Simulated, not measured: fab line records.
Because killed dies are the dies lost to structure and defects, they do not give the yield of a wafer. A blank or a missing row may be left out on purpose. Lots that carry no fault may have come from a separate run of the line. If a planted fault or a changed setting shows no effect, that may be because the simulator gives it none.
Chamber matching ; flow nand harc ; 4 sister chambers for NHARC_P_GATE_DESCUM_93 on rie diel-06
The step chemistry O2, time 3 s. 14 wafers are shown with their chamber, then 7 later ones without.

WAFERS PAIRED WITH THEIR CHAMBERS
wafer;chamber;drypump motor current A (A);oes product au (a.u.);rf vpp V (V)
L079.1;1;6.1;1.004;57.7
L079.4;3;6.0;1.008;57.3
L079.6;0;4.7;1.000;58.4
L081.2;3;6.0;1.005;57.2
L081.3;2;5.8;1.005;57.1
L081.6;3;6.0;1.011;58.9
L082.1;2;5.8;1.012;57.0
L082.5;0;4.7;1.004;57.9
L082.6;2;5.8;1.000;59.7
L086.2;2;5.8;1.006;57.8
L086.4;0;4.8;1.001;57.1
L086.6;2;5.8;1.006;57.4
L088.2;1;6.1;1.014;56.6
L088.3;3;6.0;1.011;58.5

SIGNATURES, as means of the wafers listed above
reading;chamber 0;chamber 1;chamber 2;chamber 3;scatter within a chamber
drypump motor current A;4.733;6.100;5.800;6.000;0.0258
oes product au;1.00167;1.00900;1.00580;1.00875;0.00395
rf vpp V;57.800;57.150;57.800;57.975;0.925
Rule: for each reading, subtract the chamber's mean from the wafer's reading, divide by that reading's scatter and square the result; add these up over the readings and take the root, which gives the wafer's distance from the chamber. The wafer belongs to the nearest chamber; if the next one is less than 2 further off, it can't be placed. The scatter is the square root of a quotient: the sum, over the shown wafers, of each reading's squared deviation from its chamber's mean, divided by wafers minus chambers.

WAFERS WITHOUT THEIR CHAMBER
wafer;drypump motor current A (A);oes product au (a.u.);rf vpp V (V)
L088.5;6.0;1.005;59.6
L091.2;5.8;0.985;56.6
L091.4;6.1;1.006;58.1
L091.5;5.8;0.992;60.0
L092.2;6.1;1.016;57.3
L092.4;5.8;1.002;58.2
L092.5;6.1;1.009;59.2

WHICH CHAMBER EACH WENT THROUGH
wafer;from the rows above;in truth
L088.5;3;3
L091.2;2;2
L091.4;1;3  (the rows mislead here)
L091.5;2;2
L092.2;1;1
L092.4;2;2
L092.5;can't be placed: 1 or 3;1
Correctly placed: 5 of 7. Cannot be placed on the basis of these rows: 1; the candidates contain the true chamber in 1. Number placed wrongly: 1.
